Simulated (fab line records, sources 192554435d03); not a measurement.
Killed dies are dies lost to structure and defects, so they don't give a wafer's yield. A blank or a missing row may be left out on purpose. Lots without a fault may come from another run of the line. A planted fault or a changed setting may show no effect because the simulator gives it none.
Which tool did it? | flow n5_finfet | 10 lots, 30 wafers sampled, at 6 steps of a route of 1938

WHAT THE GAUGES READ, wafer by wafer
N5_WELL_APT_INSPECT_38: inspects for defects (darkfield). Usual: raw_defect_count 14, standard deviation 5.7.
lot  | measured    | on                | raw_defect_count | flag
L664 | day 1 17:13 | defect_inspect-01 | 9 15 6           |
L668 | day 2 16:43 | defect_inspect-02 | 11 19 7          |
L670 | day 3 05:00 | defect_inspect-01 | 11 10 9          |
L671 | day 3 11:22 | defect_inspect-02 | 22 18 9          |
L676 | day 4 17:10 | defect_inspect-02 | 11 20 19         |
L679 | day 5 11:00 | defect_inspect-02 | 28 29 16         |
L681 | day 5 22:44 | defect_inspect-02 | 19 27 22         |
L682 | day 6 05:02 | defect_inspect-02 | 11 12 6          |
L683 | day 6 11:26 | defect_inspect-02 | 8 12 19          |
L687 | day 7 11:40 | defect_inspect-01 | 7 21 12          |

N5_PMOS_HMC_CHANNEL_EPI_THK_MEAS_22. Usual: HMC_CMP_THK 54.4 nm, standard deviation 1.
lot  | measured    | on            | HMC_CMP_THK (nm) | flag
L664 | day 1 20:24 | film_metro-01 | 55.2 54.3 53.8   |
L668 | day 2 19:35 | film_metro-02 | 52.1 54.4 51.8   |
L670 | day 3 08:02 | film_metro-01 | 55.1 54.5 55.2   |
L671 | day 3 14:16 | film_metro-01 | 54.7 54.7 55.6   |
L676 | day 4 20:21 | film_metro-01 | 55.6 52.9 55.1   |
L679 | day 5 13:40 | film_metro-02 | 55.1 54.4 54.5   |
L681 | day 6 01:56 | film_metro-01 | 0.1 0.1 0.0      | OFF
L682 | day 6 07:44 | film_metro-01 | 0.2 0.2 0.2      | OFF
L683 | day 6 14:17 | film_metro-01 | 55.2 54.0 52.5   |
L687 | day 7 14:29 | film_metro-02 | 56.0 55.3 55.5   |

N5_FIN_SAQP_OVL_MEAS_17. Usual: FIN_CORE_OVL -0.8 nm, standard deviation 0.78.
lot  | measured    | on         | FIN_CORE_OVL (nm) | flag
L664 | day 1 22:35 | overlay-02 | -0.9 -1.0 0.9     |
L668 | day 2 21:29 | overlay-01 | -0.7 -1.6 -1.6    |
L670 | day 3 09:51 | overlay-01 | -1.1 -2.0 -1.0    |
L671 | day 3 16:13 | overlay-02 | 0.6 -1.1 -0.8     |
L676 | day 5 00:07 | overlay-02 | 0.4 0.0 -0.5      |
L679 | day 5 15:43 | overlay-01 | 0.3 -1.5 -0.2     |
L681 | day 6 03:59 | overlay-02 | - - -             | OFF
L682 | day 6 09:38 | overlay-01 | - - -             | OFF
L683 | day 6 16:08 | overlay-01 | -1.1 -1.7 0.3     |
L687 | day 7 16:37 | overlay-02 | -0.1 -1.5 0.4     |

WHICH TOOL RAN EACH LOT (tool, then ch and the chambers of the sampled wafers, then the start)
lot  | N5_PMOS_HMC_CHANNEL_EPI_FIN_RECESS_16 | N5_FIN_SAQP_PECVD_47           | N5_FIN_SAQP_PECVD_48
L664 | rie_si-02 ch 0,1,3, day 1 18:12       | pecvd-04 ch 0,1,2, day 1 21:53 | pecvd-04 ch 0,1,2, day 1 21:56
L668 | rie_si-06 ch 0,2, day 2 17:44         | pecvd-04 ch 0,1,2, day 2 20:46 | pecvd-04 ch 0,1,2, day 2 20:48
L670 | rie_si-06 ch 0,1, day 3 06:14         | pecvd-02 ch 0,1,2, day 3 09:17 | pecvd-02 ch 0,1,2, day 3 09:19
L671 | rie_si-02 ch 0,1,3, day 3 12:28       | pecvd-04 ch 0,1, day 3 15:31   | pecvd-04 ch 0,1, day 3 15:34
L676 | rie_si-06 ch 0,1,2, day 4 18:09       | pecvd-03 ch 0,1, day 4 23:32   | pecvd-03 ch 0,1, day 4 23:34
L679 | rie_si-06 ch 0,1,3, day 5 11:52       | pecvd-02 ch 0,2, day 5 15:08   | pecvd-02 ch 0,2, day 5 15:11
L681 | rie_si-02 ch 0,1, day 5 23:36         | pecvd-03 ch 0,2, day 6 03:14   | pecvd-03 ch 0,2, day 6 03:17
L682 | rie_si-03 ch 1,2, day 6 05:56         | pecvd-02 ch 0,2, day 6 08:56   | pecvd-02 ch 0,2, day 6 08:59
L683 | rie_si-06 ch 1,2,3, day 6 12:28       | pecvd-03 ch 0,2, day 6 15:26   | pecvd-03 ch 0,2, day 6 15:28
L687 | rie_si-03 ch 0,1, day 7 12:41         | pecvd-04 ch 0,2, day 7 16:02   | pecvd-04 ch 0,2, day 7 16:05
- N5_PMOS_HMC_CHANNEL_EPI_FIN_RECESS_16: chemistry HBr/Cl2, target Si, target depth 54 nm, time 18 s.
- N5_FIN_SAQP_PECVD_47: deposits a-Si from SiH4/He, target thk 45 nm, time 36.3 s.
- N5_FIN_SAQP_PECVD_48: deposits SiNx from SiH4/NH3/N2, target thk 25 nm, time 22.1 s.

WHAT THE TOOLS THEMSELVES READ (means of the sampled wafers that have a number; where no wafer has one, the mark that the record gives instead)
N5_PMOS_HMC_CHANNEL_EPI_FIN_RECESS_16. Usual: HBr_flow_sccm 150.0 sccm, standard deviation 0.42; bias_w 74.98 W, standard deviation 0.24; drypump_motor_current_A 6.0 A, standard deviation 0.45; mfc_cl2_sccm 80.00 sccm, standard deviation 0.23; oes_product_au 1.005 a.u., standard deviation 0.016; throttle_valve_pct 35.33 %, standard deviation 0.29.
lot  | tool      | HBr_flow_sccm (sccm) | bias_w (W) | drypump_motor_current_A (A) | mfc_cl2_sccm (sccm) | oes_product_au (a.u.) | throttle_valve_pct (%) | flag
L664 | rie_si-02 | 150.3                | 75.29      | 5.7                         | 79.87               | 1.006                 | 35.22                  |
L668 | rie_si-06 | 149.7                | 75.13      | 6.0                         | 79.92               | 0.980                 | 35.04                  |
L670 | rie_si-06 | 150.0                | 74.84      | 6.5                         | 79.94               | 1.017                 | 35.45                  |
L671 | rie_si-02 | 150.1                | 74.89      | 5.7                         | 80.24               | 1.014                 | 35.20                  |
L676 | rie_si-06 | 149.9                | 74.87      | 6.2                         | 80.17               | 1.001                 | 35.23                  |
L679 | rie_si-06 | 149.9                | 75.16      | 6.0                         | 79.91               | 1.010                 | 35.46                  |
L681 | rie_si-02 | -                    | -          | -                           | -                   | -                     | -                      | OFF
L682 | rie_si-03 | -                    | -          | -                           | -                   | -                     | -                      | OFF
L683 | rie_si-06 | 150.0                | 75.07      | 5.9                         | 80.07               | 1.002                 | 35.47                  |
L687 | rie_si-03 | 149.6                | 75.10      | 5.7                         | 80.21               | 1.009                 | 35.21                  |

N5_FIN_SAQP_PECVD_47. Usual: heater_power_w 781 W, standard deviation 81; showerhead_plenum_p_Torr 5.65 Torr, standard deviation 0.046; throttle_valve_pct 17.5 %, standard deviation 0.8.
lot  | tool     | heater_power_w (W) | showerhead_plenum_p_Torr (Torr) | throttle_valve_pct (%) | flag
L664 | pecvd-04 | 717                | 5.63                            | 17.4                   |
L668 | pecvd-04 | 790                | 5.62                            | 17.5                   |
L670 | pecvd-02 | 812                | 5.64                            | 17.1                   |
L671 | pecvd-04 | 688                | 5.60                            | 17.6                   |
L676 | pecvd-03 | 706                | 5.70                            | 17.8                   |
L679 | pecvd-02 | 784                | 5.65                            | 17.4                   |
L681 | pecvd-03 | 805                | 5.65                            | 18.0                   |
L682 | pecvd-02 | 811                | 5.66                            | 17.2                   |
L683 | pecvd-03 | 750                | 5.69                            | 17.3                   |
L687 | pecvd-04 | 728                | 5.64                            | 16.9                   |

N5_FIN_SAQP_PECVD_48. Usual: heater_power_w 715 W, standard deviation 75; showerhead_plenum_p_Torr 5.12 Torr, standard deviation 0.061; throttle_valve_pct 38.4 %, standard deviation 1.8.
lot  | tool     | heater_power_w (W) | showerhead_plenum_p_Torr (Torr) | throttle_valve_pct (%) | flag
L664 | pecvd-04 | 680                | 5.09                            | 38.7                   |
L668 | pecvd-04 | 686                | 5.09                            | 38.7                   |
L670 | pecvd-02 | 708                | 5.10                            | 37.7                   |
L671 | pecvd-04 | 636                | 5.05                            | 38.4                   |
L676 | pecvd-03 | 701                | 5.18                            | 39.0                   |
L679 | pecvd-02 | 710                | 5.11                            | 37.7                   |
L681 | pecvd-03 | 726                | 5.13                            | 39.2                   |
L682 | pecvd-02 | 782                | 5.13                            | 37.2                   |
L683 | pecvd-03 | 735                | 5.16                            | 38.4                   |
L687 | pecvd-04 | 621                | 5.12                            | 37.3                   |

THE ANSWER, worked out from the rows above alone
Rule: a lot is off if the mean of its wafers that have a number lies more than 3 standard deviations from the usual mean. A lot without any number at a reading at which 4 lots or more have one is off too. The other lots that the step has rows for count as sound. The gauges are gone through in route order, then the tools' own readings, and for those a lot's mean is taken as printed above. The first step at which some lot is off is used, and at that step the reading that is off furthest; a lot without a number counts as furthest.
Off: L681, L682, at N5_PMOS_HMC_CHANNEL_EPI_THK_MEAS_22 (HMC_CMP_THK).
A tool fits if, at a process step before that reading, it ran every lot that is off, and no sound lot after the first of them. The gauges at N5_PMOS_HMC_CHANNEL_EPI_THK_MEAS_22 aren't tried: what is off there is off at N5_FIN_SAQP_OVL_MEAS_17 too, on other tools, and a gauge's error can't cause that. None of those tried fits.

WHAT THE SIMULATOR HAD PUT IN
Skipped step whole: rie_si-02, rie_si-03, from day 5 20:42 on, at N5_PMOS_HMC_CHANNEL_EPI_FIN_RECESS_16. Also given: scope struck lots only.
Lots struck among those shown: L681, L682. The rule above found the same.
